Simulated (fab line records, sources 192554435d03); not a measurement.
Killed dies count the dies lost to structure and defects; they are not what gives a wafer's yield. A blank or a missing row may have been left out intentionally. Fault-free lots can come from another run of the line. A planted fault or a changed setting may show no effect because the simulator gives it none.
The tool behind it: which one? + flow n5Finfet + Sampling: 9 lots, 24 wafers, 7 of 1938 route steps

== WHAT THE GAUGES SHOWED, per wafer ==
N5_MOL_CONTACT_COAG_THK_MEAS_53. Usual: VIA_MOL_THK gives 43.9 nm (standard deviation 0.64).
| lot  | measured     | on           | VIA_MOL_THK (nm) | flag |
|------|--------------|--------------|------------------|------|
| L290 | day 5 21:14  | filmMetro-01 | 43.0 44.4 44.9   |      |
| L291 | day 6 00:03  | filmMetro-01 | 42.9 43.5 43.9   |      |
| L294 | day 6 16:41  | filmMetro-01 | 42.9 44.0 45.0   |      |
| L295 | day 7 00:07  | filmMetro-01 | 43.6 44.2 43.1   |      |
| L296 | day 7 09:55  | filmMetro-02 | 43.3 44.5 43.7   |      |
| L300 | day 8 10:00  | filmMetro-02 | 42.9 43.8 43.9   |      |
| L305 | day 9 16:42  | filmMetro-01 | 43.2 44.8        |      |
| L307 | day 10 02:35 | filmMetro-01 | 44.7 44.4        |      |
| L310 | day 10 16:41 | filmMetro-01 | 43.7 44.3        |      |

N5_BEOL_M0_SAQP_THK_MEAS_05. Usual: thkNm at 59.7 nm, with a standard deviation of 0.8.
| lot  | measured     | on           | thkNm (nm)     | flag |
|------|--------------|--------------|----------------|------|
| L290 | day 6 01:33  | filmMetro-01 | 60.4 61.0 60.6 |      |
| L291 | day 6 05:03  | filmMetro-01 | 60.1 60.4 61.5 |      |
| L294 | day 6 21:38  | filmMetro-01 | 60.0 58.5 61.3 |      |
| L295 | day 7 04:31  | filmMetro-02 | 59.4 60.6 60.5 |      |
| L296 | day 7 16:48  | filmMetro-02 | 59.7 60.6 60.3 |      |
| L300 | day 8 14:10  | filmMetro-02 | 58.8 59.4 60.5 |      |
| L305 | day 9 20:51  | filmMetro-02 | 81.1 82.5      | OFF  |
| L307 | day 10 07:04 | filmMetro-02 | 82.2 83.7      | OFF  |
| L310 | day 10 20:52 | filmMetro-01 | 58.6 82.5      | OFF  |

N5_BEOL_M4_RC_MEAS_101. Usual: DIBL_N 36.0 mV/V, standard deviation 1.9; DIBL_P 35.6 mV/V, standard deviation 2.2; IOFF_N 0.15 nA/um, standard deviation 0.031; IOFF_P 0.19 nA/um, standard deviation 0.032; ION_N 668 uA/um, standard deviation 11; ION_P 455 uA/um, standard deviation 7.2; SS_N 71.5 mV/dec, standard deviation 0.65; SS_P 73.4 mV/dec, standard deviation 0.64; VT_N 251 mV, standard deviation 3.6; VT_P -253 mV, standard deviation 3.3.
| lot  | measured     | on        | DIBL_N (mV/V)  | DIBL_P (mV/V)  | IOFF_N (nA/um) | IOFF_P (nA/um) | ION_N (uA/um) | ION_P (uA/um) | SS_N (mV/dec)  | SS_P (mV/dec)  | VT_N (mV)   | VT_P (mV)      | flag |
|------|--------------|-----------|----------------|----------------|----------------|----------------|---------------|---------------|----------------|----------------|-------------|----------------|------|
| L290 | day 9 06:52  | prober-01 | 34.8 36.2 36.5 | 34.5 35.2 35.6 | 0.13 0.15 0.15 | 0.17 0.17 0.17 | 647 663 655   | 445 453 441   | 71.1 70.9 71.8 | 72.7 72.5 73.5 | 252 254 251 | -253 -253 -254 |      |
| L291 | day 10 10:39 | prober-02 | 38.1 36.1 35.0 | 37.8 36.1 33.9 | 0.20 0.16 0.15 | 0.23 0.20 0.17 | 685 676 665   | 463 459 453   | 71.4 71.4 71.7 | 73.6 73.3 72.9 | 241 251 251 | -249 -253 -254 |      |
| L294 | day 11 01:13 | prober-01 | 37.8 38.2 36.1 | 38.5 39.4 37.7 | 0.18 0.19 0.16 | 0.21 0.23 0.21 | 682 678 677   | 457 459 466   | 72.4 72.5 71.5 | 73.8 73.5 73.6 | 249 249 248 | -252 -253 -252 |      |
| L295 | day 11 06:08 | prober-01 | 35.6 35.2 37.1 | 33.8 34.4 36.4 | 0.12 0.12 0.16 | 0.16 0.16 0.20 | 663 653 662   | 451 453 452   | 71.1 70.9 71.8 | 72.4 73.9 73.0 | 253 254 251 | -256 -254 -253 |      |
| L296 | day 11 08:01 | prober-02 | 34.0 34.2 32.9 | 33.2 32.6 32.8 | 0.12 0.12 0.11 | 0.19 0.17 0.17 | 650 660 665   | 452 453 458   | 71.2 71.1 71.4 | 72.7 72.7 72.7 | 255 257 254 | -251 -255 -254 |      |
| L300 | day 13 07:22 | prober-01 | 38.7 37.5 37.1 | 37.3 35.6 35.4 | 0.17 0.15 0.15 | 0.22 0.19 0.18 | 674 672 659   | 461 454 446   | 71.9 72.2 71.0 | 74.7 73.6 73.3 | 250 251 256 | -250 -251 -255 |      |
| L305 | day 14 10:49 | prober-01 | 38.0 38.8      | 36.6 37.1      | 0.17 0.18      | 0.21 0.21      | 677 683       | 463 461       | 70.9 72.0      | 74.0 73.4      | 249 248     | -251 -250      |      |
| L307 | day 14 20:04 | prober-01 | 36.7 38.7      | 35.3 39.4      | 0.15 0.21      | 0.18 0.25      | 665 686       | 451 462       | 72.2 72.4      | 72.7 73.9      | 250 243     | -253 -251      |      |
| L310 | day 14 21:43 | prober-02 | 33.1 34.7      | 33.5 35.8      | 0.11 0.13      | 0.13 0.16      | 662 666       | 444 443       | 70.6 71.6      | 72.9 73.6      | 259 255     | -262 -262      |      |

== WHICH TOOL RAN EACH LOT (tool, then ch and the chambers of the sampled wafers, then the start) ==
| lot  | N5_MOL_CONTACT_COAG_ETCH_48      | N5_MOL_CONTACT_COAG_CMP_52   | N5_BEOL_M0_SAQP_PECVD_04       | N5_BEOL_M0_SAQP_MANDREL_ETCH_20 |
|------|----------------------------------|------------------------------|--------------------------------|---------------------------------|
| L290 | rieDiel-06 ch 1,2, day 5 20:12   | cmp-03 ch 1,3, day 5 20:56   | pecvd-03 ch 1,2, day 6 01:27   | rieSi-06 ch 0,2, day 6 02:24    |
| L291 | rieDiel-04 ch 1,2,3, day 5 22:55 | cmp-01 ch 0,1, day 5 23:46   | pecvd-04 ch 1,2, day 6 04:58   | rieSi-06 ch 0,1,2, day 6 06:13  |
| L294 | rieDiel-06 ch 1,2,3, day 6 15:27 | cmp-01 ch 0,1,2, day 6 16:23 | pecvd-03 ch 0,2, day 6 21:32   | rieSi-04 ch 0,1,2, day 6 22:56  |
| L295 | rieDiel-04 ch 1,2, day 6 22:52   | cmp-01 ch 0,1,3, day 6 23:52 | pecvd-03 ch 1,2, day 7 04:23   | rieSi-03 ch 0,1,3, day 7 05:28  |
| L296 | rieDiel-06 ch 1,2, day 7 08:52   | cmp-03 ch 0,1,3, day 7 09:41 | pecvd-03 ch 1,2, day 7 16:42   | rieSi-04 ch 0,1,3, day 7 17:40  |
| L300 | rieDiel-04 ch 1,2,3, day 8 08:58 | cmp-01 ch 1,3, day 8 09:45   | pecvd-03 ch 0,1,2, day 8 14:04 | rieSi-03 ch 0,2, day 8 14:53    |
| L305 | rieDiel-04 ch 0,2, day 9 15:40   | cmp-01 ch 0,2, day 9 16:29   | pecvd-03 ch 0, day 9 20:42     | rieSi-06 ch 3, day 9 21:43      |
| L307 | rieDiel-04 ch 2, day 10 01:34    | cmp-01 ch 0,3, day 10 02:25  | pecvd-03 ch 1, day 10 06:58    | rieSi-06 ch 0,3, day 10 08:14   |
| L310 | rieDiel-01 ch 0,1, day 10 15:38  | cmp-01 ch 0,3, day 10 16:23  | pecvd-03 ch 0,1, day 10 20:46  | rieSi-03 ch 1,3, day 10 21:49   |
- N5_MOL_CONTACT_COAG_ETCH_48: etches SiOC in C4F6/O2, target depth 15 nm, overetch 4.5 nm, time 17 s.
- N5_MOL_CONTACT_COAG_CMP_52: polishes, stops on SiO2, t overpolish 1.5 s, target thk 66.5 nm.
- N5_BEOL_M0_SAQP_PECVD_04: deposits a-Si from SiH4/He, target thk 60 nm, time 60.2 s.
- N5_BEOL_M0_SAQP_MANDREL_ETCH_20: etches a-Si in HBr/Cl2, stops on SiNx, target depth 60 nm, bt time 10 s, time 30 s.

== WHAT THE TOOLS THEMSELVES READ (means of the sampled wafers that have a number; where no wafer has one, the mark that the record gives instead) ==
N5_MOL_CONTACT_COAG_ETCH_48. Usual: drypumpMotorCurrentA 5.6 A, standard deviation 0.39; oesProductAu 0.67 a.u., standard deviation 0.086; rfVppV 1593 V, standard deviation 36; showerheadPlenumPTorr 2.90 Torr, standard deviation 0.081; throttleValvePct 40.4 %, standard deviation 0.43.
| lot  | tool       | drypumpMotorCurrentA (A) | oesProductAu (a.u.) | rfVppV (V) | showerheadPlenumPTorr (Torr) | throttleValvePct (%) | flag |
|------|------------|--------------------------|---------------------|------------|------------------------------|----------------------|------|
| L290 | rieDiel-06 | 5.6                      | 0.59                | 1555       | 2.91                         | 40.5                 |      |
| L291 | rieDiel-04 | 5.9                      | 0.57                | 1619       | 2.91                         | 40.9                 |      |
| L294 | rieDiel-06 | 5.4                      | 0.61                | 1572       | 2.84                         | 40.5                 |      |
| L295 | rieDiel-04 | 6.0                      | 0.59                | 1597       | 2.87                         | 40.9                 |      |
| L296 | rieDiel-06 | 5.6                      | 0.63                | 1580       | 2.89                         | 40.7                 |      |
| L300 | rieDiel-04 | 5.9                      | 0.71                | 1619       | 2.90                         | 40.7                 |      |
| L305 | rieDiel-04 | 6.0                      | 0.65                | 1607       | 2.85                         | 40.4                 |      |
| L307 | rieDiel-04 | 5.9                      | 0.60                | 1602       | 2.82                         | 40.8                 |      |
| L310 | rieDiel-01 | 5.6                      | 0.72                | 1591       | 2.98                         | 40.8                 |      |

N5_MOL_CONTACT_COAG_CMP_52. Usual: motorCurrentA 12.1 A, standard deviation 0.79; overpolishRunS 1.501 s, standard deviation 0.0085; timeToEndpointS 12.6 s, standard deviation 2.1.
| lot  | tool   | motorCurrentA (A) | overpolishRunS (s) | timeToEndpointS (s) | flag |
|------|--------|-------------------|--------------------|---------------------|------|
| L290 | cmp-03 | 12.1              | 1.509              | 16.1                |      |
| L291 | cmp-01 | 11.6              | 1.497              | 11.6                |      |
| L294 | cmp-01 | 11.5              | 1.501              | 10.9                |      |
| L295 | cmp-01 | 11.9              | 1.503              | 13.0                |      |
| L296 | cmp-03 | 12.6              | 1.497              | 15.9                |      |
| L300 | cmp-01 | 12.2              | 1.505              | 13.2                |      |
| L305 | cmp-01 | 11.6              | 1.504              | 11.8                |      |
| L307 | cmp-01 | 12.4              | 1.497              | 13.9                |      |
| L310 | cmp-01 | 12.6              | 1.508              | 12.9                |      |

N5_BEOL_M0_SAQP_PECVD_04. Usual: heaterPowerW 665 W, standard deviation 81; showerheadPlenumPTorr 5.63 Torr, standard deviation 0.036; susceptorTempC 350.03 C, standard deviation 0.21; throttleValvePct 18.0 %, standard deviation 1.
| lot  | tool     | heaterPowerW (W) | showerheadPlenumPTorr (Torr) | susceptorTempC (C) | throttleValvePct (%) | flag |
|------|----------|------------------|------------------------------|--------------------|----------------------|------|
| L290 | pecvd-03 | 698              | 5.64                         | 350.30             | 17.4                 |      |
| L291 | pecvd-04 | 650              | 5.62                         | 350.03             | 19.5                 |      |
| L294 | pecvd-03 | 716              | 5.65                         | 349.99             | 17.2                 |      |
| L295 | pecvd-03 | 645              | 5.62                         | 349.86             | 17.4                 |      |
| L296 | pecvd-03 | 625              | 5.62                         | 350.03             | 17.3                 |      |
| L300 | pecvd-03 | 669              | 5.63                         | 349.87             | 17.4                 |      |
| L305 | pecvd-03 | 594              | 5.62                         | 350.12             | 17.6                 |      |
| L307 | pecvd-03 | 642              | 5.60                         | 349.92             | 17.7                 |      |
| L310 | pecvd-03 | 609              | 5.61                         | 350.01             | 17.4                 |      |

N5_BEOL_M0_SAQP_MANDREL_ETCH_20. Usual: drypumpMotorCurrentA 6.0 A, standard deviation 0.4; heBacksideLeakSccm 2.7 sccm, standard deviation 0.36; oesProductAu 0.776 a.u., standard deviation 0.015; throttleValvePct 35.5 %, standard deviation 0.39.
| lot  | tool     | drypumpMotorCurrentA (A) | heBacksideLeakSccm (sccm) | oesProductAu (a.u.) | throttleValvePct (%) | flag |
|------|----------|--------------------------|---------------------------|---------------------|----------------------|------|
| L290 | rieSi-06 | 5.4                      | 2.4                       | 0.770               | 35.2                 |      |
| L291 | rieSi-06 | 5.7                      | 2.6                       | 0.773               | 35.2                 |      |
| L294 | rieSi-04 | 6.1                      | 2.6                       | 0.781               | 35.6                 |      |
| L295 | rieSi-03 | 5.9                      | 2.6                       | 0.796               | 35.7                 |      |
| L296 | rieSi-04 | 6.0                      | 2.6                       | 0.783               | 35.7                 |      |
| L300 | rieSi-03 | 6.1                      | 2.8                       | 0.761               | 35.7                 |      |
| L305 | rieSi-06 | 6.3                      | 2.7                       | 0.940               | 35.1                 | OFF  |
| L307 | rieSi-06 | 5.9                      | 2.5                       | 0.950               | 34.9                 | OFF  |
| L310 | rieSi-03 | 6.2                      | 2.8                       | 0.876               | 35.5                 | OFF  |

== THE ANSWER, worked out from the rows above alone ==
Rule: a lot is off if the mean of its wafers that have a number lies more than 3 standard deviations from the usual mean. Also off: a lot with no number at a reading for which 4 or more lots have one. Any other lot the step has rows for is counted as sound. The gauges are gone through in route order, then the tools' own readings, and for those a lot's mean is taken as printed above. At the first step where some lot is off, the reading lying furthest off is the one used; lots without a number count as furthest.
Off at N5_BEOL_M0_SAQP_THK_MEAS_05 (thkNm): L305, L307, L310.
If a tool, at a process step before that reading, ran all the lots that are off and no sound lot after the first of them, it fits. The gauges at N5_BEOL_M0_SAQP_THK_MEAS_05 aren't tried: what is off there is off at N5_BEOL_M0_SAQP_MANDREL_ETCH_20 too, on other tools, and a gauge's error can't cause that. Can't be told from this: 2 tools fit, cmp-01 at N5_MOL_CONTACT_COAG_CMP_52, pecvd-03 at N5_BEOL_M0_SAQP_PECVD_04.

== WHAT WAS PUT IN BY THE SIMULATOR ==
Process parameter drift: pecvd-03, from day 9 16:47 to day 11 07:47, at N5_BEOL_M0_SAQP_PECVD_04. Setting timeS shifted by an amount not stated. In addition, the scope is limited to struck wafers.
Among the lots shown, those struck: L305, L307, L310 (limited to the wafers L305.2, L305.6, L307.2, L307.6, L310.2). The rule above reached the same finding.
